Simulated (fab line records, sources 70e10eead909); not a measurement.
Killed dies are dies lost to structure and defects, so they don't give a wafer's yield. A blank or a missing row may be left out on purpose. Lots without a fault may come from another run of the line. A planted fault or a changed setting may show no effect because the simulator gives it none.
Which tool did it? | flow nand_harc | 6 lots, 18 wafers sampled, at 5 steps of a route of 1302

WHAT THE GAUGES READ, wafer by wafer
NHARC_P_GATE_INSPECT_68.
lot  | measured     | on                | raw_defect_count
L252 | day 8 04:20  | defect_inspect-01 | 186 273 161
L254 | day 9 03:16  | defect_inspect-02 | 288 253 298
L257 | day 10 07:48 | defect_inspect-02 | 231 848 226
L261 | day 12 00:15 | defect_inspect-02 | 217 144 134
L266 | day 13 20:17 | defect_inspect-02 | 248 205 223
L269 | day 15 07:16 | defect_inspect-02 | 206 195 191

WHICH TOOL RAN EACH LOT (tool, then ch and the chambers of the sampled wafers, then the start)
lot  | NHARC_P_GATE_STRIP_101             | NHARC_P_GATE_STRIP_75                | NHARC_P_GATE_STRIP_95                | NHARC_P_GATE_RTA_80
L252 | rie_diel-01 ch 0,1, day 7 20:43    | plasma_asher-02 ch 0,1, day 7 22:31  | plasma_asher-02 ch 0,1, day 8 02:29  | rtp_anneal-01 ch 0, day 8 03:44
L254 | rie_diel-02 ch 0,2,3, day 8 19:55  | plasma_asher-02 ch 0, day 8 21:34    | plasma_asher-02 ch 1, day 9 01:27    | rtp_anneal-01 ch 0, day 9 02:38
L257 | rie_diel-01 ch 0,1,2, day 10 00:22 | plasma_asher-01 ch 1, day 10 02:08   | plasma_asher-02 ch 0,1, day 10 05:57 | rtp_anneal-01 ch 0, day 10 07:08
L261 | rie_diel-09 ch 1,2,3, day 11 16:14 | plasma_asher-01 ch 0,1, day 11 18:13 | plasma_asher-01 ch 0,1, day 11 22:10 | rtp_anneal-02 ch 0, day 11 23:26
L266 | rie_diel-09 ch 0,1,2, day 13 12:49 | plasma_asher-01 ch 0,1, day 13 14:35 | plasma_asher-01 ch 0,1, day 13 18:29 | rtp_anneal-01 ch 0, day 13 19:38
L269 | rie_diel-09 ch 2,3, day 14 23:53   | plasma_asher-02 ch 0,1, day 15 01:41 | plasma_asher-01 ch 0,1, day 15 05:26 | rtp_anneal-02 ch 0, day 15 06:36
- NHARC_P_GATE_STRIP_101: strips in O2, time 20 s.
- NHARC_P_GATE_STRIP_75: strips in O2.
- NHARC_P_GATE_STRIP_95: strips in O2.
- NHARC_P_GATE_RTA_80: time 30 s.

THE ANSWER, worked out from the rows above alone
Rule: what is usual is taken from the lots themselves. Put in order of their means at a reading, lots are off if they are a third of the lots or fewer, leave a main group of 4 or more, and stand apart from it by a gap of 3 or more times the standard deviation of the main group's means; of several such gaps the widest counts. A main group whose means are all the same, to the digits that the tables above print for the reading, isn't used. A lot without any number at a reading at which 4 lots or more have one is off too. The other lots that the step has rows for count as sound.
Off: L257, at NHARC_P_GATE_INSPECT_68 (raw_defect_count). The main group: mean 215, standard deviation 38.
A tool fits if, at a process step before that reading, it ran every lot that is off, and no sound lot after the first of them. The gauges at NHARC_P_GATE_INSPECT_68 are tried like those tools. Can't be told from this: 2 tools fit, rie_diel-01 at NHARC_P_GATE_STRIP_101, plasma_asher-02 at NHARC_P_GATE_STRIP_95.

WHAT THE SIMULATOR HAD PUT IN
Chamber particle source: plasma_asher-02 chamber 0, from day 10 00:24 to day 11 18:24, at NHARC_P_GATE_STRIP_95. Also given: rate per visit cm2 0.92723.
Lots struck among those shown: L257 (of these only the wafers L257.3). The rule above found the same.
